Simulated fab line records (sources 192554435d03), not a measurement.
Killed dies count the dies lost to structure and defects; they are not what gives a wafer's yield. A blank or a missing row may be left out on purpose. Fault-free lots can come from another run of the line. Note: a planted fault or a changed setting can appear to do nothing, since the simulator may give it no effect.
What tool caused it? :: flow n5Finfet :: Sampling: 11 lots, 30 wafers, 5 of 1938 route steps

== WHAT THE GAUGES SHOWED, per wafer ==
N5_BEOL_M4_RC_MEAS_101. Usual: DIBL_N 35.0 mV/V, standard deviation 2.4; DIBL_P 35.4 mV/V, standard deviation 2.8; IOFF_N 0.14 nA/um, standard deviation 0.045; IOFF_P 0.20 nA/um, standard deviation 0.048; ION_N 667 uA/um, standard deviation 19; ION_P 460 uA/um, standard deviation 11; SS_N 71.2 mV/dec, standard deviation 0.71; SS_P 73.1 mV/dec, standard deviation 0.86; VT_N 252 mV, standard deviation 4.6; VT_P -251 mV, standard deviation 3.4.
lot: L463
measured: day 8 04:34
on: prober-02
DIBL_N (mV/V): 36.5 33.4 36.5
DIBL_P (mV/V): 37.5 33.1 38.6
IOFF_N (nA/um): 0.17 0.12 0.18
IOFF_P (nA/um): 0.24 0.17 0.25
ION_N (uA/um): 679 663 687
ION_P (uA/um): 464 456 474
SS_N (mV/dec): 71.8 70.4 72.3
SS_P (mV/dec): 73.7 72.9 74.1
VT_N (mV): 250 253 248
VT_P (mV): -249 -252 -248
flag: 

lot: L464
measured: day 8 07:59
on: prober-01
DIBL_N (mV/V): 33.2 37.2 36.4
DIBL_P (mV/V): 32.2 35.9 34.9
IOFF_N (nA/um): 0.12 0.19 0.16
IOFF_P (nA/um): 0.18 0.24 0.21
ION_N (uA/um): 673 680 650
ION_P (uA/um): 469 459 453
SS_N (mV/dec): 70.8 72.0 72.1
SS_P (mV/dec): 72.8 73.8 73.5
VT_N (mV): 252 247 252
VT_P (mV): -250 -247 -248
flag: 

lot: L465
measured: day 8 14:15
on: prober-02
DIBL_N (mV/V): 37.4 37.7 38.5
DIBL_P (mV/V): 38.2 37.8 39.6
IOFF_N (nA/um): 0.21 0.21 0.21
IOFF_P (nA/um): 0.25 0.24 0.27
ION_N (uA/um): 689 677 676
ION_P (uA/um): 473 462 464
SS_N (mV/dec): 72.0 71.7 71.7
SS_P (mV/dec): 73.7 74.5 74.2
VT_N (mV): 246 246 247
VT_P (mV): -248 -248 -248
flag: 

lot: L466
measured: day 8 17:31
on: prober-01
DIBL_N (mV/V): 39.1 42.2
DIBL_P (mV/V): 41.1 45.0
IOFF_N (nA/um): 0.22 0.32
IOFF_P (nA/um): 0.29 0.39
ION_N (uA/um): 697 706
ION_P (uA/um): 481 481
SS_N (mV/dec): 73.0 72.5
SS_P (mV/dec): 74.9 75.2
VT_N (mV): 247 239
VT_P (mV): -246 -243
flag: 

lot: L468
measured: day 9 16:17
on: prober-02
DIBL_N (mV/V): 42.5 38.6 32.1
DIBL_P (mV/V): 42.8 37.4 28.8
IOFF_N (nA/um): 0.35 0.20 0.09
IOFF_P (nA/um): 0.39 0.24 0.13
ION_N (uA/um): 724 685 630
ION_P (uA/um): 490 470 441
SS_N (mV/dec): 73.3 71.9 70.5
SS_P (mV/dec): 75.2 74.0 70.5
VT_N (mV): 239 246 260
VT_P (mV): -242 -247 -256
flag: 

lot: L473
measured: day 10 13:55
on: prober-01
DIBL_N (mV/V): 38.7 35.9 34.5
DIBL_P (mV/V): 37.5 35.9 33.4
IOFF_N (nA/um): 0.18 0.15 0.12
IOFF_P (nA/um): 0.22 0.21 0.16
ION_N (uA/um): 668 667 667
ION_P (uA/um): 449 465 455
SS_N (mV/dec): 72.1 70.9 70.5
SS_P (mV/dec): 74.2 74.0 72.8
VT_N (mV): 247 247 255
VT_P (mV): -251 -250 -255
flag: 

lot: L476
measured: day 11 16:23
on: prober-01
DIBL_N (mV/V): 35.5 34.0
DIBL_P (mV/V): 35.3 34.1
IOFF_N (nA/um): 0.14 0.11
IOFF_P (nA/um): 0.18 0.17
ION_N (uA/um): 659 667
ION_P (uA/um): 452 456
SS_N (mV/dec): 70.9 70.2
SS_P (mV/dec): 72.7 72.5
VT_N (mV): 251 255
VT_P (mV): -252 -252
flag: 

lot: L477
measured: day 11 19:07
on: prober-02
DIBL_N (mV/V): 33.3 36.9 35.9
DIBL_P (mV/V): 31.0 34.7 34.8
IOFF_N (nA/um): 0.10 0.15 0.15
IOFF_P (nA/um): 0.13 0.17 0.17
ION_N (uA/um): 637 661 682
ION_P (uA/um): 437 455 467
SS_N (mV/dec): 70.7 71.1 70.9
SS_P (mV/dec): 72.4 73.3 73.3
VT_N (mV): 257 250 250
VT_P (mV): -258 -253 -253
flag: 

lot: L478
measured: day 11 16:36
on: prober-02
DIBL_N (mV/V): 34.4 29.6 33.6
DIBL_P (mV/V): 35.0 28.2 33.9
IOFF_N (nA/um): 0.13 0.07 0.12
IOFF_P (nA/um): 0.22 0.13 0.20
ION_N (uA/um): 682 629 671
ION_P (uA/um): 480 446 471
SS_N (mV/dec): 71.5 69.8 70.3
SS_P (mV/dec): 72.7 70.5 72.4
VT_N (mV): 251 260 253
VT_P (mV): -248 -255 -247
flag: 

lot: L482
measured: day 12 18:19
on: prober-01
DIBL_N (mV/V): 31.2 35.9 32.0
DIBL_P (mV/V): 31.0 34.0 33.4
IOFF_N (nA/um): 0.07 0.13 0.08
IOFF_P (nA/um): 0.13 0.16 0.18
ION_N (uA/um): 635 634 628
ION_P (uA/um): 448 435 445
SS_N (mV/dec): 70.2 71.8 71.0
SS_P (mV/dec): 72.3 72.8 72.4
VT_N (mV): 263 257 260
VT_P (mV): -256 -255 -252
flag: 

lot: L484
measured: day 13 14:25
on: prober-02
DIBL_N (mV/V): 33.1 36.3
DIBL_P (mV/V): 36.2 39.3
IOFF_N (nA/um): 0.12 0.19
IOFF_P (nA/um): 0.18 0.23
ION_N (uA/um): 654 702
ION_P (uA/um): 457 479
SS_N (mV/dec): 71.3 72.0
SS_P (mV/dec): 72.9 74.1
VT_N (mV): 253 243
VT_P (mV): -251 -248
flag: 

== EACH LOT AND THE TOOL THAT RAN IT (in order: tool; ch and the chambers of the sampled wafers; start) ==
lot: L463
N5_BEOL_M1_PRE_CLEAN_45: pvdSputter-02, day 6 12:44
N5_BEOL_M1_SPUTTER_48: pvdSputter-03, day 6 13:36
N5_BEOL_M1_SPUTTER_90: pvdSputter-03, day 6 14:42
N5_BEOL_M1_ANNEAL_91: pvdSputter-03, day 6 14:47

lot: L464
N5_BEOL_M1_PRE_CLEAN_45: pvdSputter-02, day 6 16:04
N5_BEOL_M1_SPUTTER_48: pvdSputter-01, day 6 16:44
N5_BEOL_M1_SPUTTER_90: pvdSputter-01, day 6 17:50
N5_BEOL_M1_ANNEAL_91: pvdSputter-01, day 6 17:55

lot: L465
N5_BEOL_M1_PRE_CLEAN_45: pvdSputter-01, day 7 02:37
N5_BEOL_M1_SPUTTER_48: pvdSputter-01, day 7 03:19
N5_BEOL_M1_SPUTTER_90: pvdSputter-01, day 7 04:25
N5_BEOL_M1_ANNEAL_91: pvdSputter-01, day 7 04:29

lot: L466
N5_BEOL_M1_PRE_CLEAN_45: pvdSputter-02, day 7 02:55
N5_BEOL_M1_SPUTTER_48: pvdSputter-03, day 7 03:41
N5_BEOL_M1_SPUTTER_90: pvdSputter-03, day 7 04:47
N5_BEOL_M1_ANNEAL_91: pvdSputter-03, day 7 04:52

lot: L468
N5_BEOL_M1_PRE_CLEAN_45: pvdSputter-02, day 7 19:14
N5_BEOL_M1_SPUTTER_48: pvdSputter-03, day 7 19:55
N5_BEOL_M1_SPUTTER_90: pvdSputter-03, day 7 21:01
N5_BEOL_M1_ANNEAL_91: pvdSputter-03, day 7 21:05

lot: L473
N5_BEOL_M1_PRE_CLEAN_45: pvdSputter-01, day 9 03:40
N5_BEOL_M1_SPUTTER_48: pvdSputter-02, day 9 04:29
N5_BEOL_M1_SPUTTER_90: pvdSputter-02, day 9 05:35
N5_BEOL_M1_ANNEAL_91: pvdSputter-02, day 9 05:40

lot: L476
N5_BEOL_M1_PRE_CLEAN_45: pvdSputter-01, day 9 20:47
N5_BEOL_M1_SPUTTER_48: pvdSputter-03, day 9 21:50
N5_BEOL_M1_SPUTTER_90: pvdSputter-03, day 9 22:56
N5_BEOL_M1_ANNEAL_91: pvdSputter-03, day 9 23:01

lot: L477
N5_BEOL_M1_PRE_CLEAN_45: pvdSputter-02, day 10 00:37
N5_BEOL_M1_SPUTTER_48: pvdSputter-01, day 10 02:42
N5_BEOL_M1_SPUTTER_90: pvdSputter-01, day 10 03:48
N5_BEOL_M1_ANNEAL_91: pvdSputter-01, day 10 03:53

lot: L478
N5_BEOL_M1_PRE_CLEAN_45: pvdSputter-03, day 10 05:11
N5_BEOL_M1_SPUTTER_48: pvdSputter-01, day 10 05:52
N5_BEOL_M1_SPUTTER_90: pvdSputter-01, day 10 06:58
N5_BEOL_M1_ANNEAL_91: pvdSputter-01, day 10 07:03

lot: L482
N5_BEOL_M1_PRE_CLEAN_45: pvdSputter-03, day 11 09:04
N5_BEOL_M1_SPUTTER_48: pvdSputter-02, day 11 10:01
N5_BEOL_M1_SPUTTER_90: pvdSputter-02, day 11 11:07
N5_BEOL_M1_ANNEAL_91: pvdSputter-02, day 11 11:12

lot: L484
N5_BEOL_M1_PRE_CLEAN_45: pvdSputter-03, day 11 15:34
N5_BEOL_M1_SPUTTER_48: pvdSputter-02, day 11 16:16
N5_BEOL_M1_SPUTTER_90: pvdSputter-02, day 11 17:22
N5_BEOL_M1_ANNEAL_91: pvdSputter-02, day 11 17:26
- N5_BEOL_M1_PRE_CLEAN_45: time 30 s.
- N5_BEOL_M1_SPUTTER_48: material Cu, target thk 4.5 nm, time 8.29 s.
- N5_BEOL_M1_SPUTTER_90: material Cu, target thk 4.5 nm, time 8.29 s.
- N5_BEOL_M1_ANNEAL_91: time 240 s.

== WHAT THE TOOLS THEMSELVES READ (means of the sampled wafers that have a number; where no wafer has one, the mark that the record gives instead) ==
N5_BEOL_M1_PRE_CLEAN_45. Usual: heaterPowerW 349 W, standard deviation 40.
lot: L463
tool: pvdSputter-02
heaterPowerW (W): 371
flag: 

lot: L464
tool: pvdSputter-02
heaterPowerW (W): 345
flag: 

lot: L465
tool: pvdSputter-01
heaterPowerW (W): 307
flag: 

lot: L466
tool: pvdSputter-02
heaterPowerW (W): 354
flag: 

lot: L468
tool: pvdSputter-02
heaterPowerW (W): 345
flag: 

lot: L473
tool: pvdSputter-01
heaterPowerW (W): 326
flag: 

lot: L476
tool: pvdSputter-01
heaterPowerW (W): 300
flag: 

lot: L477
tool: pvdSputter-02
heaterPowerW (W): 358
flag: 

lot: L478
tool: pvdSputter-03
heaterPowerW (W): 359
flag: 

lot: L482
tool: pvdSputter-03
heaterPowerW (W): 353
flag: 

lot: L484
tool: pvdSputter-03
heaterPowerW (W): 364
flag: 

N5_BEOL_M1_SPUTTER_48. Usual: chamberPressurePa 0.07 Pa, standard deviation 0.00015; chuckSensorTempC -15.6 C, standard deviation 0.55; substrateTempC -20.00 C, standard deviation 0.094; throttleValvePct 30.1 %, standard deviation 1.3.
lot: L463
tool: pvdSputter-03
chamberPressurePa (Pa): 0.07
chuckSensorTempC (C): -15.5
substrateTempC (C): -20.08
throttleValvePct (%): 30.5
flag: 

lot: L464
tool: pvdSputter-01
chamberPressurePa (Pa): 0.07
chuckSensorTempC (C): -15.4
substrateTempC (C): -19.99
throttleValvePct (%): 29.2
flag: 

lot: L465
tool: pvdSputter-01
chamberPressurePa (Pa): 0.07
chuckSensorTempC (C): -15.2
substrateTempC (C): -19.98
throttleValvePct (%): 29.7
flag: 

lot: L466
tool: pvdSputter-03
chamberPressurePa (Pa): 0.07
chuckSensorTempC (C): -16.0
substrateTempC (C): -19.98
throttleValvePct (%): 32.3
flag: 

lot: L468
tool: pvdSputter-03
chamberPressurePa (Pa): 0.07
chuckSensorTempC (C): -16.3
substrateTempC (C): -20.03
throttleValvePct (%): 31.6
flag: 

lot: L473
tool: pvdSputter-02
chamberPressurePa (Pa): 0.07
chuckSensorTempC (C): -15.9
substrateTempC (C): -19.97
throttleValvePct (%): 29.9
flag: 

lot: L476
tool: pvdSputter-03
chamberPressurePa (Pa): 0.07
chuckSensorTempC (C): -16.1
substrateTempC (C): -20.18
throttleValvePct (%): 32.4
flag: 

lot: L477
tool: pvdSputter-01
chamberPressurePa (Pa): 0.07
chuckSensorTempC (C): -15.3
substrateTempC (C): -20.05
throttleValvePct (%): 29.6
flag: 

lot: L478
tool: pvdSputter-01
chamberPressurePa (Pa): 0.07
chuckSensorTempC (C): -15.4
substrateTempC (C): -19.97
throttleValvePct (%): 29.6
flag: 

lot: L482
tool: pvdSputter-02
chamberPressurePa (Pa): 0.07
chuckSensorTempC (C): -16.1
substrateTempC (C): -20.05
throttleValvePct (%): 30.5
flag: 

lot: L484
tool: pvdSputter-02
chamberPressurePa (Pa): 0.07
chuckSensorTempC (C): -16.0
substrateTempC (C): -20.06
throttleValvePct (%): 29.6
flag: 

N5_BEOL_M1_SPUTTER_90. Usual: chamberPressurePa 0.07002 Pa, standard deviation 0.00014; chuckSensorTempC -15.6 C, standard deviation 0.55; substrateTempC -20.01 C, standard deviation 0.097; throttleValvePct 30.1 %, standard deviation 1.3.
lot: L463
tool: pvdSputter-03
chamberPressurePa (Pa): 0.07017
chuckSensorTempC (C): -15.5
substrateTempC (C): -20.07
throttleValvePct (%): 30.4
flag: 

lot: L464
tool: pvdSputter-01
chamberPressurePa (Pa): 0.07001
chuckSensorTempC (C): -15.2
substrateTempC (C): -20.08
throttleValvePct (%): 29.0
flag: 

lot: L465
tool: pvdSputter-01
chamberPressurePa (Pa): 0.07011
chuckSensorTempC (C): -15.2
substrateTempC (C): -19.98
throttleValvePct (%): 29.8
flag: 

lot: L466
tool: pvdSputter-03
chamberPressurePa (Pa): 0.06994
chuckSensorTempC (C): -16.2
substrateTempC (C): -19.95
throttleValvePct (%): 32.4
flag: 

lot: L468
tool: pvdSputter-03
chamberPressurePa (Pa): 0.07009
chuckSensorTempC (C): -16.3
substrateTempC (C): -20.01
throttleValvePct (%): 31.3
flag: 

lot: L473
tool: pvdSputter-02
chamberPressurePa (Pa): 0.07002
chuckSensorTempC (C): -15.8
substrateTempC (C): -19.99
throttleValvePct (%): 29.9
flag: 

lot: L476
tool: pvdSputter-03
chamberPressurePa (Pa): 0.06997
chuckSensorTempC (C): -16.2
substrateTempC (C): -20.05
throttleValvePct (%): 32.2
flag: 

lot: L477
tool: pvdSputter-01
chamberPressurePa (Pa): 0.07555
chuckSensorTempC (C): -15.4
substrateTempC (C): -19.95
throttleValvePct (%): 28.5
flag: OFF

lot: L478
tool: pvdSputter-01
chamberPressurePa (Pa): 0.07553
chuckSensorTempC (C): -15.4
substrateTempC (C): -20.00
throttleValvePct (%): 28.6
flag: OFF

lot: L482
tool: pvdSputter-02
chamberPressurePa (Pa): 0.06992
chuckSensorTempC (C): -16.1
substrateTempC (C): -20.11
throttleValvePct (%): 30.6
flag: 

lot: L484
tool: pvdSputter-02
chamberPressurePa (Pa): 0.07000
chuckSensorTempC (C): -15.9
substrateTempC (C): -20.08
throttleValvePct (%): 29.5
flag: 

N5_BEOL_M1_ANNEAL_91. Usual: heaterPowerW 859 W, standard deviation 110.
lot: L463
tool: pvdSputter-03
heaterPowerW (W): 901
flag: 

lot: L464
tool: pvdSputter-01
heaterPowerW (W): 718
flag: 

lot: L465
tool: pvdSputter-01
heaterPowerW (W): 807
flag: 

lot: L466
tool: pvdSputter-03
heaterPowerW (W): 847
flag: 

lot: L468
tool: pvdSputter-03
heaterPowerW (W): 897
flag: 

lot: L473
tool: pvdSputter-02
heaterPowerW (W): 890
flag: 

lot: L476
tool: pvdSputter-03
heaterPowerW (W): 840
flag: 

lot: L477
tool: pvdSputter-01
heaterPowerW (W): 859
flag: 

lot: L478
tool: pvdSputter-01
heaterPowerW (W): 857
flag: 

lot: L482
tool: pvdSputter-02
heaterPowerW (W): 943
flag: 

lot: L484
tool: pvdSputter-02
heaterPowerW (W): 950
flag: 

== THE ANSWER, worked out from the rows above alone ==
Rule: take the mean of a lot's wafers that have a number; if it is more than 3 standard deviations from the usual mean, the lot is off. Also off: a lot with no number at a reading for which 4 or more lots have one. Any other lot the step has rows for is counted as sound. First the gauges in route order, then the tools' own readings, where a lot's mean is used as printed above. The first step at which some lot is off is used, and at that step the reading that is off furthest; a lot without a number counts as furthest.
Off, at N5_BEOL_M1_SPUTTER_90 on chamberPressurePa: L477, L478.
If a tool, at that step or one of the process steps before it, ran each lot that is off and ran no sound lot following the first of them, it fits. One candidate fits, namely pvdSputter-01 at N5_BEOL_M1_SPUTTER_48 and N5_BEOL_M1_SPUTTER_90. At N5_BEOL_M1_SPUTTER_48 its last sound lot is L465 (day 7 03:19), its first lot that is off L477 (day 10 02:42): a fault that began between those two fits.

== WHAT HAD BEEN PUT IN BY THE SIMULATOR ==
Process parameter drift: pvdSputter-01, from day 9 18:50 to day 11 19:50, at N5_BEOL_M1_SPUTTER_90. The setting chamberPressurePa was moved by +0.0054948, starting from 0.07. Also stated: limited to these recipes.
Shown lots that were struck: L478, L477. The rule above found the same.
